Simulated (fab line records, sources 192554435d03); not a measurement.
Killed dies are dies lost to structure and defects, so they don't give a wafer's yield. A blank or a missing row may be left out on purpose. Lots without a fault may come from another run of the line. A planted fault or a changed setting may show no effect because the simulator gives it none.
One fault seen from 3 desks | flow n5_finfet | each desk has only its own numbers; what lay behind them comes last

THE TOOL OWNER'S DESK: ald_sin-04
The tool's own readings at N5_BEOL_M1_ALD_98 (deposits SiO2, target thk 2.5 nm, pulse time 1 s, co reactant pulse time 1 s): means of the sampled wafers that have a number, for each lot that ran on this tool. A lot is out of limits, marked OUT, if its mean lies more than 4 standard deviations from the usual mean; the brackets give that distance.
Columns: A = heater_power_w at N5_BEOL_M1_ALD_98, usual 75 W; B = precursor_pulse_height_rel at N5_BEOL_M1_ALD_98, usual 0.998
lot  | first seen here | A  | B
L265 | day 6 22:59     | 71 | 0.993
L276 | day 9 16:51     | 71 | 1.005
L277 | day 9 21:37     | 70 | 1.002
This desk's finding: nothing out of limits on any of the 3 lots.

THE METROLOGY DESK
What the gauges read, lot by lot, whatever tool the lot ran on: means of the sampled wafers that have a number. A lot is out of limits, marked OUT, if its mean lies more than 4 standard deviations from the usual mean; the brackets give that distance. Of its 12 readings 7 are shown: those that lie furthest out on some lot.
Columns: A = DIBL_P at N5_BEOL_M4_RC_MEAS_101, usual 35.9 mV/V; B = IOFF_P at N5_BEOL_M4_RC_MEAS_101, usual 0.205 nA/um; C = ION_N at N5_BEOL_M4_RC_MEAS_101, usual 675 uA/um; D = ION_P at N5_BEOL_M4_RC_MEAS_101, usual 463 uA/um; E = SS_N at N5_BEOL_M4_RC_MEAS_101, usual 71.4 mV/dec; F = VT_N at N5_BEOL_M4_RC_MEAS_101, usual 249.7 mV; G = VT_P at N5_BEOL_M4_RC_MEAS_101, usual -250.2 mV
lot  | first seen here | A    | B     | C   | D   | E    | F     | G
L265 | day 6 22:43     | 35.1 | 0.185 | 664 | 454 | 71.8 | 250.4 | -253.6
L276 | day 9 16:26     | 34.0 | 0.187 | 674 | 459 | 70.8 | 248.4 | -251.6
L277 | day 9 21:21     | 34.9 | 0.166 | 670 | 456 | 70.8 | 252.6 | -253.6
L281 | day 10 21:01    | 37.5 | 0.191 | 668 | 459 | 71.6 | 254.1 | -252.2
L283 | day 11 13:17    | 36.7 | 0.203 | 672 | 461 | 71.8 | 250.5 | -250.5
L284 | day 12 00:21    | 35.1 | 0.205 | 667 | 466 | 71.5 | 251.7 | -248.8
This desk's finding: nothing out of limits on any of the 6 lots.

THE DEFECT DESK
What the inspections along the route counted, lot by lot: means of the sampled wafers that have a number. A lot is out of limits, marked OUT, if its mean lies more than 4 standard deviations from the usual mean; the brackets give that distance.
Columns: A = raw_defect_count at N5_BEOL_M1_INSPECT_30, usual 466
lot  | first seen here | A
L265 | day 6 22:49     | 453
L276 | day 9 16:32     | 404
L277 | day 9 21:26     | 356
L281 | day 10 21:07    | 506
L283 | day 11 13:23    | 563
L284 | day 12 00:26    | 441
This desk's finding: nothing out of limits on any of the 6 lots.

PUT TOGETHER
The tool owner's desk saw nothing out of limits.
The metrology desk saw nothing out of limits.
The defect desk saw nothing out of limits.

WHAT THE SIMULATOR HAD PUT IN
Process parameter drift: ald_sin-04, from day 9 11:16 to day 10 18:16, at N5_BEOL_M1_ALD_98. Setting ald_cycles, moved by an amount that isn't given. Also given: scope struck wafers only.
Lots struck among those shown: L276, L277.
